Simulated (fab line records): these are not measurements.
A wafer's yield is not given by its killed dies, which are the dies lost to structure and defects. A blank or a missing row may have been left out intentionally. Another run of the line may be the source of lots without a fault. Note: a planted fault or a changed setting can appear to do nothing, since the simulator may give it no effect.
Which tool is to blame?	flow n5 finfet	36 wafers from 12 lots sampled at 6 of the route's 1938 steps

WHAT EACH GAUGE READ, for each wafer
N5_BEOL_M3_THK_MEAS_01.
lot	measured	on	M3_ILD_THK (nm)
L075	day 7 02:17	film metro-02	80.7 82.1 79.4
L078	day 7 18:46	film metro-01	77.1 77.2 78.2
L079	day 8 01:14	film metro-01	77.6 78.8 79.8
L081	day 8 15:43	film metro-01	78.7 79.9 80.0
L083	day 8 19:26	film metro-01	77.4 79.5 80.5
L085	day 9 14:13	film metro-02	77.8 79.4 78.2
L087	day 10 02:44	film metro-02	77.3 77.7 79.8
L089	day 10 11:49	film metro-01	79.4 77.9 78.2
L091	day 11 06:43	film metro-02	77.8 79.8 79.6
L093	day 11 12:46	film metro-02	76.7 77.7 79.0
L095	day 11 23:22	film metro-01	76.4 78.6 78.9
L097	day 12 19:07	film metro-01	78.8 80.1 78.8

TOOL THAT RAN EACH LOT (tool first, then ch and the chambers of the sampled wafers, then the start)
lot	N5_BEOL_M2_PRE_CLEAN_45	N5_BEOL_M2_ANNEAL_49	N5_BEOL_M2_ANNEAL_87	N5_BEOL_M2_ANNEAL_89	N5_BEOL_M2_ANNEAL_93
L075	pvd sputter-01, day 6 22:31	pvd sputter-01, day 6 23:14	pvd sputter-01, day 6 23:58	pvd sputter-01, day 7 00:12	pvd sputter-01, day 7 00:40
L078	pvd sputter-01, day 7 14:43	pvd sputter-01, day 7 15:29	pvd sputter-01, day 7 16:09	pvd sputter-01, day 7 16:22	pvd sputter-01, day 7 16:49
L079	pvd sputter-03, day 7 21:25	pvd sputter-01, day 7 22:19	pvd sputter-01, day 7 22:59	pvd sputter-01, day 7 23:12	pvd sputter-01, day 7 23:38
L081	pvd sputter-01, day 8 12:11	pvd sputter-03, day 8 12:50	pvd sputter-03, day 8 13:30	pvd sputter-03, day 8 13:43	pvd sputter-03, day 8 14:10
L083	pvd sputter-02, day 8 15:38	pvd sputter-03, day 8 16:34	pvd sputter-03, day 8 17:13	pvd sputter-03, day 8 17:26	pvd sputter-03, day 8 17:53
L085	pvd sputter-03, day 9 10:26	pvd sputter-03, day 9 11:22	pvd sputter-03, day 9 12:01	pvd sputter-03, day 9 12:14	pvd sputter-03, day 9 12:41
L087	pvd sputter-01, day 9 22:51	pvd sputter-01, day 9 23:50	pvd sputter-01, day 10 00:30	pvd sputter-01, day 10 00:43	pvd sputter-01, day 10 01:10
L089	pvd sputter-01, day 10 08:08	pvd sputter-01, day 10 08:48	pvd sputter-01, day 10 09:28	pvd sputter-01, day 10 09:41	pvd sputter-01, day 10 10:07
L091	pvd sputter-03, day 11 03:00	pvd sputter-02, day 11 03:50	pvd sputter-02, day 11 04:30	pvd sputter-02, day 11 04:43	pvd sputter-02, day 11 05:10
L093	pvd sputter-01, day 11 08:55	pvd sputter-01, day 11 09:37	pvd sputter-01, day 11 10:17	pvd sputter-01, day 11 10:30	pvd sputter-01, day 11 10:56
L095	pvd sputter-02, day 11 19:46	pvd sputter-01, day 11 20:30	pvd sputter-01, day 11 21:10	pvd sputter-01, day 11 21:23	pvd sputter-01, day 11 21:49
L097	pvd sputter-01, day 12 15:32	pvd sputter-01, day 12 16:13	pvd sputter-01, day 12 16:53	pvd sputter-01, day 12 17:06	pvd sputter-01, day 12 17:32
- N5_BEOL_M2_PRE_CLEAN_45: time 30 s.
- N5_BEOL_M2_ANNEAL_49: time 240 s.
- N5_BEOL_M2_ANNEAL_87: time 240 s.
- N5_BEOL_M2_ANNEAL_89: time 240 s.
- N5_BEOL_M2_ANNEAL_93: time 240 s.

THE ANSWER, worked out from the rows above alone
Rule: what is usual is taken from the lots themselves. Put in order of their means at a reading, lots are off if they are a third of the lots or fewer, leave a main group of 4 or more, and stand apart from it by a gap of 3 or more times the standard deviation of the main group's means; of several such gaps the widest counts. A main group whose means are all the same, to the digits that the tables above print for the reading, isn't used. Also off: a lot with no number at a reading for which 4 or more lots have one. Where the step has rows for the other lots, those lots are counted as sound.
None of the lots is off at any reading shown; this tells nothing.

WHAT THE SIMULATOR HAD PUT IN
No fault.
